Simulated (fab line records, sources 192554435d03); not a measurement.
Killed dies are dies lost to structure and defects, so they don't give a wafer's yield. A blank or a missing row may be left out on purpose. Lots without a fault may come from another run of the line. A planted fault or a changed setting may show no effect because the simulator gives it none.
fab line records | flow n5_finfet
record lots=4 wafers=10 last_day=18
route steps=1938 shown BEOL_M4@1099 BEOL_M5@1112 PASSIVATION@1936
lots that met no fault: from a run of the same line without faults
start_h: hours from the record's first day to the start of the lot's first wafer shown | wait_h: hours since the lot's step before | " the same as in the row above | L1.1+2: a row that stands for several wafers | - no value, or no start given | * or withheld: withheld | < > ~ a bound
route shown NAME@n: a module of which the file shows steps, and the number in the route of the first | usual: mean/standard deviation of fault-free wafers | same: alike in all rows | chamber/n: place in a boat | sites: the reading at each site | _std_site: their standard deviation | _edge_site: outer sites' mean less inner sites' | radius_mm: how far each site lies from the wafer's centre | mask NAME#n: copy n | behind: the tool/chamber that last shaped the wafer | hold: why the lot was held/for how many hours/how that ended | device: the transistor (n, p or np) that didn't switch | end of line: the same wafers' tests at the end of the route | a step without rows: its recipe alone | killed: dies lost to structure and defects at the first sort, not the wafer's yield | map: a wafer's dies, x killed, . not, _ none there
set.NAME: the setting as run; set.NAME@STEP: as run at that earlier step | model.NAME: the simulator's own value behind a step, which no gauge read
lots at some steps of the route; a table a step, a row a wafer
services: from which hour (start_h, from the record's first day; less than 0 if before it) a tool's chamber was out of use, for how many hours, and why
## steps
# step N5_BEOL_M4_ANNEAL_95
# recipe temp_c=400 time_s=240 ambient=vacuum
# step N5_BEOL_M4_SPUTTER_96
# recipe material=Cu target_thk_a=45 temp_c=-20 chamber_pressure_pa=0.07 power_w=withheld time_s=8.29
# step N5_BEOL_M4_ECD_50
# recipe material=Cu target_thk_a=3000
# step N5_BEOL_M4_ANNEAL_51
# recipe temp_c=225 time_s=90 ambient=N2
# step N5_BEOL_M4_CMP_52
# recipe stop_on=SiOC t_overpolish_s=6.8 down_force_psi=1 platen_rpm=50 clearing_platen_down_force_psi=1.5 clearing_platen_rpm=50 post_cmp_clean=cu_alkaline target_thk_nm=40 clearing_platen_pad_velocity_m_s=0.99484 pad_velocity_m_s=0.99484
# step N5_BEOL_M4_PRE_CLEAN_60
# recipe gas=NH3/H2 time_s=15 temp_c=* rf_power_w=300
# step N5_BEOL_M4_CO_CAP_55
# recipe material=Co target_thk_a=20 temp_c=200 precursor=CCTBA/H2 pressure_torr=30 time_s=102.1
# step N5_BEOL_M4_PRE_CLEAN_56
# recipe gas=NH3 time_s=15 temp_c=withheld rf_power_w=300
# step N5_BEOL_M4_DEP_57
# recipe material=SiCN target_thk_a=80 temp_c=withheld precursor=3MS/NH3 pressure_torr=3 rf_w=202 time_s=14
# step N5_BEOL_M4_RC_MEAS_101
# usual DIBL_N=36.0/1.3 DIBL_P=36.2/1.7 IOFF_N=0.155/0.024 IOFF_P=0.21/0.034 ION_N=674/9 ION_P=463/7.1 SS_N=71.4/0.5 SS_P=73.4/0.57 VT_N=250.0/2.8 VT_P=-251/3.2
# columns lot.wafer tool chamber start_h wait_h DIBL_N[mV/V] DIBL_P[mV/V] IOFF_N[nA/um] IOFF_P[nA/um] ION_N[uA/um] ION_P[uA/um] SS_N[mV/dec] SS_P[mV/dec] VT_N[mV] VT_P[mV]
L152.1 prober-02 0 275.49 0.0 37.0 38.2 0.178 0.22 685 457 71.6 74.0 247.9 -251
L152.2 " 0 " " 35.5 36.5 0.145 0.19 670 455 71.2 72.9 251.7 -253
L152.4 " 0 " " 34.1 34.6 0.124 0.17 664 458 70.4 73.0 253.6 -254
L154.1 prober-02 0 280.94 0.0 38.4 40.1 0.205 0.26 691 473 72.0 74.9 246.8 -248
L154.2 " 0 " " 38.6 40.1 0.226 0.26 696 472 71.7 74.1 242.8 -248
L154.4 " 0 " " 36.9 38.2 0.182 0.23 690 469 71.4 74.0 248.5 -249
L160.1 prober-02 0 319.29 0.0 37.3 37.1 0.169 0.23 672 459 71.8 74.4 251.9 -253
L160.3 " 0 " " 35.7 34.6 0.131 0.18 661 455 71.0 73.5 254.8 -254
L161.2 prober-01 0 322.36 0.2 33.4 35.8 0.125 0.17 667 459 71.7 73.2 251.8 -253
L161.4 " 0 " " 35.4 38.1 0.149 0.20 676 467 72.0 73.9 250.3 -251
# step N5_BEOL_M5_ILD_DEP_00
# recipe material=SiCOH_lowk target_thk_a=1406.4 temp_c=300 precursor=DEMS/porogen pressure_torr=5 rf_w=500 time_s=25.9
# step N5_BEOL_M5_CURE_79
# recipe temp_c=385 time_s=240 ambient=He/Ar material=SiCOH_lowk
# step N5_BEOL_M5_PECVD_70
# recipe material=SiO2 target_thk_a=160 temp_c=400 precursor=TEOS/O2 pressure_torr=5.5 rf_w=450 teos_flow_sccm=53.8 gas=O2 flow_sccm=3000 time_s=18
# step N5_BEOL_M5_HM_DEP_02
# recipe material=TiN target_thk_a=200 temp_c=25 chamber_pressure_pa=0.49996
# step N5_BEOL_M5_COAT_59
# recipe resist=SOC temp_c=250 time_s=60 spin_rpm=1500 resist_thk_nm=60
# step N5_BEOL_M5_COAT_60
# recipe resist=SiARC temp_c=220 time_s=60 spin_rpm=1500 resist_thk_nm=12
# step N5_BEOL_M5_COAT_71
# recipe resist=underlayer temp_c=205 time_s=60 spin_rpm=1500 resist_thk_nm=5
# step N5_BEOL_M5_COAT_05
# recipe resist=CAR-EUV spin_rpm=1500 resist_thk_nm=30
# step N5_BEOL_M5_EBR_07
# recipe solvent=PGMEA ebr_width_mm=1.5
# step N5_BEOL_M5_SOFTBAKE_06
# recipe temp_c=110 time_s=60 resist=CAR-EUV
# step N5_BEOL_M5_EXPOSE_08
# recipe mask_id=M5 na=0.33 source_shape=annular sigma_inner=0.4 sigma_outer=0.8 polarization=unpolarized target_cd_nm=28 dose_mj=35.75
# step N5_BEOL_M5_PEB_09
# recipe peb_temp_c=100 peb_time_s=60 resist=CAR-EUV
# step N5_BEOL_M5_DEVELOP_10
# recipe develop_time_s=30 developer=TMAH resist=CAR-EUV rinse_liquid=surfactant_rinse dry=air_spin dev_temp_c=23
# step N5_BEOL_M5_DESCUM_16
# recipe chemistry=O2 time_s=7 source_power_w=50 bias_power_w=20 pressure_mtorr=20 rf_frequency_hz=2.712e+07 temp_c=40 resist=CAR-EUV o2_flow_sccm=225
# step N5_BEOL_M5_ETCH_72
# recipe chemistry=N2/H2 target=underlayer target_depth_a=65 mask_material=CAR-EUV time_s=5.2 ion_energy_ev=200 pressure_mtorr=30 source_w=840 bias_w=150 n2_flow_sccm=200 h2_flow_sccm=200 ends=cleared
# step N5_BEOL_M5_ETCH_61
# recipe chemistry=CF4 target=SiARC target_depth_a=156 mask_material=CAR-EUV time_s=26 ion_energy_ev=80 pressure_mtorr=40 source_w=545 bias_w=36 Ar_flow_sccm=100 cf4_flow_sccm=100 ends=cleared
# step N5_BEOL_M5_ETCH_62
# recipe chemistry=N2/H2 target=SOC target_depth_a=750 overetch_a=150 mask_material=SiARC temp_c=40 time_s=112.5 ion_energy_ev=200 pressure_mtorr=30 source_w=840 bias_w=150 n2_flow_sccm=200 h2_flow_sccm=200
# step N5_BEOL_M5_STRIP_63
# recipe chemistry=N2/H2 temp_c=40 n2_flow_sccm=200 h2_flow_sccm=200 rf_frequency_hz=6e+07
# step N5_BEOL_M5_STRIP_73
# recipe chemistry=N2/H2 temp_c=40 n2_flow_sccm=200 h2_flow_sccm=200 rf_frequency_hz=6e+07
# step N5_BEOL_M5_STRIP_64
# recipe chemistry=CF4 resist=SiARC power_w=300 bias_power_w=75 pressure_mtorr=50 cf4_flow_sccm=150 rf_frequency_hz=6e+07
# step N5_BEOL_M5_HM_OPEN_17
# recipe chemistry=Cl2/BCl3 target_depth_a=200 overetch_a=60 target=TiN mask_material=SOC ion_energy_ev=150 pressure_mtorr=10 icp_w=1000 bias_w=126 Cl2_flow_sccm=53.25 bcl3_flow_sccm=21.75 Ar_flow_sccm=25
# step N5_BEOL_M5_STRIP_19
# recipe chemistry=O2 power_w=400 temp_c=40 pressure_mtorr=30 rf_frequency_hz=6e+07 bias_power_w=0 overash_fraction=0.2 o2_flow_sccm=225
# step N5_BEOL_M5_COAT_65
# recipe resist=SOC temp_c=250 time_s=60 spin_rpm=1500 resist_thk_nm=60
# step N5_BEOL_M5_COAT_66
# recipe resist=SiARC temp_c=220 time_s=60 spin_rpm=1500 resist_thk_nm=12
# step N5_BEOL_M5_ETCH_68
# recipe chemistry=N2/H2 target=SOC target_depth_a=800 overetch_a=160 mask_material=SiARC temp_c=40 time_s=120 ion_energy_ev=200 pressure_mtorr=30 source_w=840 bias_w=150 n2_flow_sccm=200 h2_flow_sccm=200
# usual bias_w=150.0/0.42 chamber_pressure_mTorr=30.003/0.025 drypump_motor_current_A=6.0/0.55 oes_product_au=0.60/0.052 rf_vpp_V=523.8/2.4 showerhead_plenum_p_Torr=2.54/0.084 throttle_valve_pct=17.97/0.18
# columns lot.wafer tool chamber start_h wait_h bias_w chamber_pressure_mTorr drypump_motor_current_A oes_product_au rf_hours_counter_h rf_vpp_V showerhead_plenum_p_Torr throttle_valve_pct model.etch.depth_nm model.SiARC_of_BEOL_M5_COAT_66.thk_nm model.BEOL_M5.cd_nm
L152.1 rie_diel-01 1 280.02 0.0 149.4 29.951 6.3 0.57 174 523.3 2.53 17.87 60.11 6.4 27.8
L152.2 " 0 " " 150.4 29.978 6.6 0.59 122 520.3 2.45 18.14 59.87 6.4 28.2
L152.4 " 2 " " 150.0 29.985 6.4 0.64 46 528.3 2.70 18.09 59.98 6 27.8
L154.1 rie_diel-06 2 286.27 0.0 150.0 29.991 6.4 0.58 177 519.7 2.43 17.96 60.09 6.4 28.2
L154.2 " 0 " " 150.1 30.000 6.4 0.53 251 526.1 2.60 18.25 60.23 6.4 28.4
L154.4 " 2 " " 150.3 29.998 6.4 0.57 - 521.1 2.43 17.94 60.04 6.4 27.8
L160.1 rie_diel-01 3 323.71 0.0 150.6 30.003 6.0 0.67 50 522.6 2.47 17.84 60.36 6.2 27.8
L160.3 " 1 " " 149.7 30.030 6.3 0.50 188 522.9 2.52 17.88 48.54 9.2 27.4
L161.2 rie_diel-01 2 328.95 0.0 149.9 30.053 6.4 0.63 61 527.9 2.69 18.12 59.93 6.2 28
L161.4 " 1 " " 150.4 30.058 6.3 0.50 189 522.7 2.52 17.90 47.72 9.2 27.2
# step N5_BEOL_M5_VIA_ETCH_34
# recipe chemistry=C4F6/O2 target=SiCOH_lowk target_depth_a=883 mask_material=SOC taper_deg=4 time_s=39.2 ion_energy_ev=250 pressure_mtorr=30 source_w=345 bias_w=185 Ar_flow_sccm=300 C4F6_flow_sccm=10 O2_flow_sccm=10
# usual C4F6_flow_sccm=10.003/0.029 bias_w=185.0/0.54 chamber_pressure_mTorr=30.00/0.054 drypump_motor_current_A=6.0/0.55 oes_product_au=0.79/0.074 rf_vpp_V=667/6.1 showerhead_plenum_p_Torr=2.84/0.086 throttle_valve_pct=21.02/0.2
# columns lot.wafer tool chamber start_h wait_h C4F6_flow_sccm bias_w chamber_pressure_mTorr drypump_motor_current_A oes_product_au rf_hours_counter_h rf_vpp_V showerhead_plenum_p_Torr throttle_valve_pct model.BEOL_M5.cd_nm
L152.1 rie_diel-01 1 280.12 0.0 10.011 185.3 30.03 6.3 0.74 174 668 2.83 20.87 27.8
L152.2 " 0 " " 10.064 184.7 30.01 6.6 0.76 122 666 2.75 21.28 28.2
L152.4 " 2 " " 9.984 185.4 30.00 6.4 0.86 46 672 3.00 21.10 27.6
L154.1 rie_diel-06 2 286.37 0.0 10.031 185.2 30.02 6.4 0.75 177 657 2.74 21.05 28.2
L154.2 " 0 " " 10.011 185.8 30.01 6.4 0.68 251 672 2.92 21.28 28.4
L154.4 " 2 " " 9.990 184.9 29.99 6.4 0.75 - 656 2.74 21.05 27.8
L160.1 rie_diel-01 3 323.81 0.0 10.020 184.8 30.00 6.0 0.87 50 659 2.77 20.96 27.8
L160.3 " 1 " " 9.977 185.0 29.99 6.3 0.72 188 668 2.82 20.87 27.6
L161.2 rie_diel-01 2 329.05 0.0 10.050 184.8 30.02 6.4 0.84 61 672 2.99 21.11 28
L161.4 " 1 " " 9.987 184.5 29.98 6.3 0.72 189 667 2.82 20.87 27.2
# step N5_PASSIVATION_PROBE_49
# usual defect_limited_yield=90.8/1.7 killed_at_M0_to_M3=37/12 killed_at_M4_up=15/5.6 killed_at_contacts=13/6.9 killed_at_front_end=40/11 killed_at_other=4/3.2 killed_dies=109/20 killed_on_rim=14/4.3 killed_open=73/15 killed_short=35/8.3 sort_bin_5_function=5.4/1.1 sort_bin_6_memory=3.5/0.73 sort_n_pass=1071/20 sort_yield_pct=90.8/1.7
# same gross_dies=1180 killed_at_back_side=0 sort_bin_4_leakage[%]=0 sort_bin_8_speed[%]=0
# columns lot.wafer tool chamber start_h wait_h defect_limited_yield[%] killed_at_M0_to_M3 killed_at_M4_up killed_at_contacts killed_at_front_end killed_at_other killed_dies killed_on_rim killed_open killed_short sort_bin_5_function[%] sort_bin_6_memory[%] sort_n_pass sort_yield_pct[%]
L154.4 prober-01 - 398.13 0.2 89.3 70 11 6 36 3 126 14 80 45 6.2 4.2 1054 89.3
L160.1 prober-01 - 425.88 0.0 90.7 38 16 21 35 0 110 23 64 45 5.3 3.3 1070 90.7
L160.3 prober-01 - 425.98 0.1 0 33 1100 11 35 1 1180 152 56 30 96.9 2.6 0 0
L161.4 prober-01 - 431.34 0.2 0 48 1071 8 51 2 1180 152 80 38 95.7 4.0 0 0
# killed by level:class
L154.4 BEOL_M3:geometric_particle:open=21 STI_FIN_REVEAL:geometric_particle:open=13 BEOL_M2:geometric_particle:open=12 BEOL_M0_SAQP:geometric_particle:short=11 BEOL_M0_SAQP:geometric_particle:open=11 STI_FIN_REVEAL:geometric_particle:short=7 BEOL_M3:geometric_particle:short=6 GATE_CUT:geometric_particle:short=4
L160.1 MOL_CONTACT_COAG:geometric_particle:open=16 BEOL_M1:geometric_particle:open=8 BEOL_M2:geometric_particle:short=8 BEOL_M0_SAQP:geometric_particle:short=7 STARTING-WAFER:geometric_particle:short=7 STI_FIN_REVEAL:geometric_particle:open=6 BEOL_M3:geometric_particle:open=6 FIN_SAQP:geometric_particle:short=5
L160.3 BEOL_M5:area_etch=1094 MOL_CONTACT_COAG:geometric_particle:open=10 FIN_SAQP:geometric_particle:short=9 BEOL_M0_SAQP:geometric_particle:open=9 FIN_SAQP:geometric_particle:open=7 BEOL_M2:geometric_particle:short=6 BEOL_M3:geometric_particle:open=6 BEOL_M2:geometric_particle:open=5
L161.4 BEOL_M5:area_etch=1061 FIN_SAQP:geometric_particle:open=18 FIN_SAQP:geometric_particle:short=15 BEOL_M0_SAQP:geometric_particle:open=11 BEOL_M0_SAQP:geometric_particle:short=10 STI_FIN_REVEAL:geometric_particle:open=7 MOL_CONTACT_COAG:geometric_particle:open=7 BEOL_M1:geometric_particle:open=7
# map L160.3 (x killed, . not)
_________________xxxxxxxxxxxx________________
______________xxxxxxxxxxxxxxxxxx_____________
___________xxxxxxxxxxxxxxxxxxxxxxxx__________
__________xxxxxxxxxxxxxxxxxxxxxxxxxx_________
________xxxxxxxxxxxxxxxxxxxxxxxxxxxxxx_______
_______xxxxxxxxxxxxxxxxxxxxxxxxxxxxxxxx______
______xxxxxxxxxxxxxxxxxxxxxxxxxxxxxxxxxx_____
_____xxxxxxxxxxxxxxxxxxxxxxxxxxxxxxxxxxxx____
____xxxxxxxxxxxxxxxxxxxxxxxxxxxxxxxxxxxxxx___
___xxxxxxxxxxxxxxxxxxxxxxxxxxxxxxxxxxxxxxxx__
___xxxxxxxxxxxxxxxxxxxxxxxxxxxxxxxxxxxxxxxx__
__xxxxxxxxxxxxxxxxxxxxxxxxxxxxxxxxxxxxxxxxxx_
__xxxxxxxxxxxxxxxxxxxxxxxxxxxxxxxxxxxxxxxxxx_
_xxxxxxxxxxxxxxxxxxxxxxxxxxxxxxxxxxxxxxxxxxxx
_xxxxxxxxxxxxxxxxxxxxxxxxxxxxxxxxxxxxxxxxxxxx
_xxxxxxxxxxxxxxxxxxxxxxxxxxxxxxxxxxxxxxxxxxxx
_xxxxxxxxxxxxxxxxxxxxxxxxxxxxxxxxxxxxxxxxxxxx
_xxxxxxxxxxxxxxxxxxxxxxxxxxxxxxxxxxxxxxxxxxxx
_xxxxxxxxxxxxxxxxxxxxxxxxxxxxxxxxxxxxxxxxxxxx
_xxxxxxxxxxxxxxxxxxxxxxxxxxxxxxxxxxxxxxxxxxxx
_xxxxxxxxxxxxxxxxxxxxxxxxxxxxxxxxxxxxxxxxxxxx
__xxxxxxxxxxxxxxxxxxxxxxxxxxxxxxxxxxxxxxxxxx_
__xxxxxxxxxxxxxxxxxxxxxxxxxxxxxxxxxxxxxxxxxx_
___xxxxxxxxxxxxxxxxxxxxxxxxxxxxxxxxxxxxxxxx__
___xxxxxxxxxxxxxxxxxxxxxxxxxxxxxxxxxxxxxxxx__
____xxxxxxxxxxxxxxxxxxxxxxxxxxxxxxxxxxxxxx___
_____xxxxxxxxxxxxxxxxxxxxxxxxxxxxxxxxxxxx____
______xxxxxxxxxxxxxxxxxxxxxxxxxxxxxxxxxx_____
_______xxxxxxxxxxxxxxxxxxxxxxxxxxxxxxxx______
________xxxxxxxxxxxxxxxxxxxxxxxxxxxxxx_______
__________xxxxxxxxxxxxxxxxxxxxxxxxxx_________
___________xxxxxxxxxxxxxxxxxxxxxxxx__________
______________xxxxxxxxxxxxxxxxxx_____________
_________________xxxxxxxxxxxx________________
# map L161.4 (x killed, . not)
_________________xxxxxxxxxxxx________________
______________xxxxxxxxxxxxxxxxxx_____________
___________xxxxxxxxxxxxxxxxxxxxxxxx__________
__________xxxxxxxxxxxxxxxxxxxxxxxxxx_________
________xxxxxxxxxxxxxxxxxxxxxxxxxxxxxx_______
_______xxxxxxxxxxxxxxxxxxxxxxxxxxxxxxxx______
______xxxxxxxxxxxxxxxxxxxxxxxxxxxxxxxxxx_____
_____xxxxxxxxxxxxxxxxxxxxxxxxxxxxxxxxxxxx____
____xxxxxxxxxxxxxxxxxxxxxxxxxxxxxxxxxxxxxx___
___xxxxxxxxxxxxxxxxxxxxxxxxxxxxxxxxxxxxxxxx__
___xxxxxxxxxxxxxxxxxxxxxxxxxxxxxxxxxxxxxxxx__
__xxxxxxxxxxxxxxxxxxxxxxxxxxxxxxxxxxxxxxxxxx_
__xxxxxxxxxxxxxxxxxxxxxxxxxxxxxxxxxxxxxxxxxx_
_xxxxxxxxxxxxxxxxxxxxxxxxxxxxxxxxxxxxxxxxxxxx
_xxxxxxxxxxxxxxxxxxxxxxxxxxxxxxxxxxxxxxxxxxxx
_xxxxxxxxxxxxxxxxxxxxxxxxxxxxxxxxxxxxxxxxxxxx
_xxxxxxxxxxxxxxxxxxxxxxxxxxxxxxxxxxxxxxxxxxxx
_xxxxxxxxxxxxxxxxxxxxxxxxxxxxxxxxxxxxxxxxxxxx
_xxxxxxxxxxxxxxxxxxxxxxxxxxxxxxxxxxxxxxxxxxxx
_xxxxxxxxxxxxxxxxxxxxxxxxxxxxxxxxxxxxxxxxxxxx
_xxxxxxxxxxxxxxxxxxxxxxxxxxxxxxxxxxxxxxxxxxxx
__xxxxxxxxxxxxxxxxxxxxxxxxxxxxxxxxxxxxxxxxxx_
__xxxxxxxxxxxxxxxxxxxxxxxxxxxxxxxxxxxxxxxxxx_
___xxxxxxxxxxxxxxxxxxxxxxxxxxxxxxxxxxxxxxxx__
___xxxxxxxxxxxxxxxxxxxxxxxxxxxxxxxxxxxxxxxx__
____xxxxxxxxxxxxxxxxxxxxxxxxxxxxxxxxxxxxxx___
_____xxxxxxxxxxxxxxxxxxxxxxxxxxxxxxxxxxxx____
______xxxxxxxxxxxxxxxxxxxxxxxxxxxxxxxxxx_____
_______xxxxxxxxxxxxxxxxxxxxxxxxxxxxxxxx______
________xxxxxxxxxxxxxxxxxxxxxxxxxxxxxx_______
__________xxxxxxxxxxxxxxxxxxxxxxxxxx_________
___________xxxxxxxxxxxxxxxxxxxxxxxx__________
______________xxxxxxxxxxxxxxxxxx_____________
_________________xxxxxxxxxxxx________________
## services
# columns tool chamber start_h hours kind
rie_diel-06 3 281.08 5.0 repair
rie_diel-06 1 284.55 4.9 repair
rie_diel-06 0 289.47 - clean
rie_diel-06 0 289.47 - consumable_replace:focus_ring
rie_diel-06 0 289.47 12.7 scheduled_down
rie_diel-06 0 289.47 12.7 vent_cycle
## key
first_sign step=N5_PASSIVATION_PROBE_49 reading=killed_at_M4_up direction=up sigmas=99+ usual=15 struck=1086
effect step=N5_PASSIVATION_PROBE_49 reading=sort_bin_5_function direction=up sigmas=81 usual=5.4 struck=96.3
model_effect step=N5_BEOL_M5_ETCH_68 value=etch.depth_nm without=60.05 struck=48.13
model_effect step=N5_BEOL_M5_VIA_ETCH_34 value=BEOL_M5.cd_nm without=28.5 struck=27.4
more_kills_born_at N5_BEOL_M5_ETCH_68@rie_diel-01=2155
met_at N5_BEOL_M5_ETCH_68
struck_wafers L160.3,L161.4
later_rows_left_out L160.3,L161.4
onset_between 280.02 323.71
fault kind=process_parameter_drift tool=rie_diel-01 chamber=- onset_h=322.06 steps=N5_BEOL_M5_ETCH_68 channel=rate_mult offset=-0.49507 shape=step end_h=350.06 scope=struck_wafers_only
# later_rows_left_out: the simulator's readings of these wafers behind a module that went badly wrong aren't trusted and aren't shown, but for the sort
